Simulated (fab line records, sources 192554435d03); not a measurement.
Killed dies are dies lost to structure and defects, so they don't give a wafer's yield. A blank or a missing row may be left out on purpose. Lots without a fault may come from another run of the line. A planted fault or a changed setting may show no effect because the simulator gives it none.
Split-lot experiment | flow n5_finfet | 7 lots, 39 wafers read, on a route of 1938 steps

THE SPLIT
At N5_DUMMY_GATE_HM_DEP_06 (deposits SiNx from DCS/NH3, target thk 80 nm, time 5141 s), the setting target_thk_a was moved away from the recipe's 800 angstrom on 36 of the 39 wafers read, by -12.5% to +10.5%. The other wafers ran this setting at the recipe's value.

The reading is taken at the split's own step.

THE READING
SiNx_of_DUMMY_GATE_HM_DEP_06.thk_nm (the simulator's own value, which no gauge read), in nm, at N5_DUMMY_GATE_HM_DEP_06 (deposits SiNx from DCS/NH3, target thk 80 nm, time 5141 s). The file gives no usual value for it. The 3 wafers here that ran the recipe average 80.1 nm, standard deviation 0.094 nm.

wafer  | tool, chamber at the split | target_thk_a as run, angstrom | against the recipe | SiNx_of_DUMMY_GATE_HM_DEP_06.thk_nm, nm | against lot-mates on the recipe
L074.2 | lpcvd-01, 1/70,1/75        | 800                           | recipe             | 80.2                                    | -
L074.3 | lpcvd-01, 1/70,1/75        | 800                           | recipe             | 80.2                                    | -
L074.4 | lpcvd-01, 1/79             | 800                           | recipe             | 80                                      | -
L080.1 | -, -                       | 833.8                         | +4.2%              | 83                                      | no lot-mate on the recipe
L080.2 | -, -                       | 833.8                         | +4.2%              | 82.4                                    | no lot-mate on the recipe
L080.6 | -, -                       | 833.8                         | +4.2%              | 82.4                                    | no lot-mate on the recipe
L080.3 | -, -                       | 833.8                         | +4.2%              | 82.2                                    | no lot-mate on the recipe
L080.4 | -, -                       | 833.8                         | +4.2%              | 82.2                                    | no lot-mate on the recipe
L080.5 | -, -                       | 833.8                         | +4.2%              | 82.2                                    | no lot-mate on the recipe
L081.1 | -, -                       | 883.7                         | +10.5%             | 88.8                                    | no lot-mate on the recipe
L081.2 | -, -                       | 883.7                         | +10.5%             | 88.8                                    | no lot-mate on the recipe
L081.3 | -, -                       | 883.7                         | +10.5%             | 88.6                                    | no lot-mate on the recipe
L081.5 | -, -                       | 883.7                         | +10.5%             | 88.6                                    | no lot-mate on the recipe
L081.4 | -, -                       | 883.7                         | +10.5%             | 88.4                                    | no lot-mate on the recipe
L081.6 | -, -                       | 883.7                         | +10.5%             | 88.4                                    | no lot-mate on the recipe
L089.1 | -, -                       | 880.5                         | +10.1%             | 88.6                                    | no lot-mate on the recipe
L089.4 | -, -                       | 880.5                         | +10.1%             | 88.6                                    | no lot-mate on the recipe
L089.2 | -, -                       | 880.5                         | +10.1%             | 88.2                                    | no lot-mate on the recipe
L089.3 | -, -                       | 880.5                         | +10.1%             | 88.4                                    | no lot-mate on the recipe
L089.5 | -, -                       | 880.5                         | +10.1%             | 88                                      | no lot-mate on the recipe
L089.6 | -, -                       | 880.5                         | +10.1%             | 88                                      | no lot-mate on the recipe
L092.1 | -, -                       | 700                           | -12.5%             | 68.4                                    | no lot-mate on the recipe
L092.2 | -, -                       | 700                           | -12.5%             | 67.6                                    | no lot-mate on the recipe
L092.3 | -, -                       | 700                           | -12.5%             | 68                                      | no lot-mate on the recipe
L092.4 | -, -                       | 700                           | -12.5%             | 67.8                                    | no lot-mate on the recipe
L092.5 | -, -                       | 700                           | -12.5%             | 67.8                                    | no lot-mate on the recipe
L092.6 | -, -                       | 700                           | -12.5%             | 67.4                                    | no lot-mate on the recipe
L095.1 | -, -                       | 832.3                         | +4.0%              | 84                                      | no lot-mate on the recipe
L095.5 | -, -                       | 832.3                         | +4.0%              | 84                                      | no lot-mate on the recipe
L095.2 | -, -                       | 832.3                         | +4.0%              | 83.6                                    | no lot-mate on the recipe
L095.3 | -, -                       | 832.3                         | +4.0%              | 84.4                                    | no lot-mate on the recipe
L095.4 | -, -                       | 832.3                         | +4.0%              | 83.8                                    | no lot-mate on the recipe
L095.6 | -, -                       | 832.3                         | +4.0%              | 85                                      | no lot-mate on the recipe
L097.1 | -, -                       | 706                           | -11.8%             | 70.8                                    | no lot-mate on the recipe
L097.2 | -, -                       | 706                           | -11.8%             | 70                                      | no lot-mate on the recipe
L097.3 | -, -                       | 706                           | -11.8%             | 70.2                                    | no lot-mate on the recipe
L097.6 | -, -                       | 706                           | -11.8%             | 70.2                                    | no lot-mate on the recipe
L097.4 | -, -                       | 706                           | -11.8%             | 69.8                                    | no lot-mate on the recipe
L097.5 | -, -                       | 706                           | -11.8%             | 70.6                                    | no lot-mate on the recipe
Where a row lists several chambers, the file gives one row for several wafers and doesn't say which wafer went through which chamber.

THE FIT
A straight line over all 39 wafers: SiNx_of_DUMMY_GATE_HM_DEP_06.thk_nm changes by +0.869 nm for each +1% of target_thk_a; r = +0.99; the points scatter about the line by 0.82 nm.
Too few moved wafers have a lot-mate on the recipe to fit a line with each lot's own level taken away.

THE FILE'S OWN FIT
SiNx_of_DUMMY_GATE_HM_DEP_06.thk_nm changes by +0.869 nm for each +1% of target_thk_a, r = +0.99.
